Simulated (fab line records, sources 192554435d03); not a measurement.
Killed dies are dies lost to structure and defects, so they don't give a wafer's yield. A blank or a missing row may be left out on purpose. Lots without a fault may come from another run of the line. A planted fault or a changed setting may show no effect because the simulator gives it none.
Which tool did it? | flow n5_finfet | 14 lots, 42 wafers sampled, at 1 step of a route of 1938

WHAT THE GAUGES READ, wafer by wafer
N5_BEOL_M3_OVL_MEAS_12. Usual: M3_OVL -0.3 nm, standard deviation 0.68.
lot  | measured     | on         | M3_OVL (nm)    | flag
L328 | day 6 23:55  | overlay-01 | 0.2 0.5 0.6    |
L331 | day 7 21:17  | overlay-01 | -1.6 -0.5 -1.3 |
L332 | day 8 01:13  | overlay-01 | 0.4 -0.8 0.5   |
L333 | day 8 12:20  | overlay-02 | 0.3 0.8 -0.3   |
L334 | day 8 23:40  | overlay-02 | -1.6 -0.9 -0.9 |
L335 | day 9 00:17  | overlay-02 | -0.1 -0.2 -0.3 |
L342 | day 11 09:53 | overlay-01 | 0.2 0.2 0.0    |
L343 | day 11 11:13 | overlay-01 | -0.6 -1.5 -0.6 |
L344 | day 11 12:31 | overlay-01 | -1.0 -0.1 -0.7 |
L346 | day 11 19:38 | overlay-02 | -0.8 -0.8 -1.0 |
L345 | day 11 19:49 | overlay-01 | -0.7 -0.6 -0.5 |
L348 | day 12 07:21 | overlay-01 | -0.7 0.5 -0.3  |
L350 | day 13 02:29 | overlay-02 | -0.4 -1.2 -0.2 |
L349 | day 13 12:10 | overlay-02 | -0.7 0.7 -0.9  |

WHICH TOOL RAN EACH LOT (tool, then ch and the chambers of the sampled wafers, then the start)
The record holds no process step before these readings.

WHAT THE TOOLS THEMSELVES READ (means of the sampled wafers that have a number; where no wafer has one, the mark that the record gives instead)
The record holds no such reading with a usual standard deviation.

THE ANSWER, worked out from the rows above alone
Rule: a lot is off if the mean of its wafers that have a number lies more than 3 standard deviations from the usual mean. A lot without any number at a reading at which 4 lots or more have one is off too. The other lots that the step has rows for count as sound. The gauges are gone through in route order, then the tools' own readings, and for those a lot's mean is taken as printed above. The first step at which some lot is off is used, and at that step the reading that is off furthest; a lot without a number counts as furthest.
No lot is off at any reading shown: from this, nothing can be told.

WHAT THE SIMULATOR HAD PUT IN
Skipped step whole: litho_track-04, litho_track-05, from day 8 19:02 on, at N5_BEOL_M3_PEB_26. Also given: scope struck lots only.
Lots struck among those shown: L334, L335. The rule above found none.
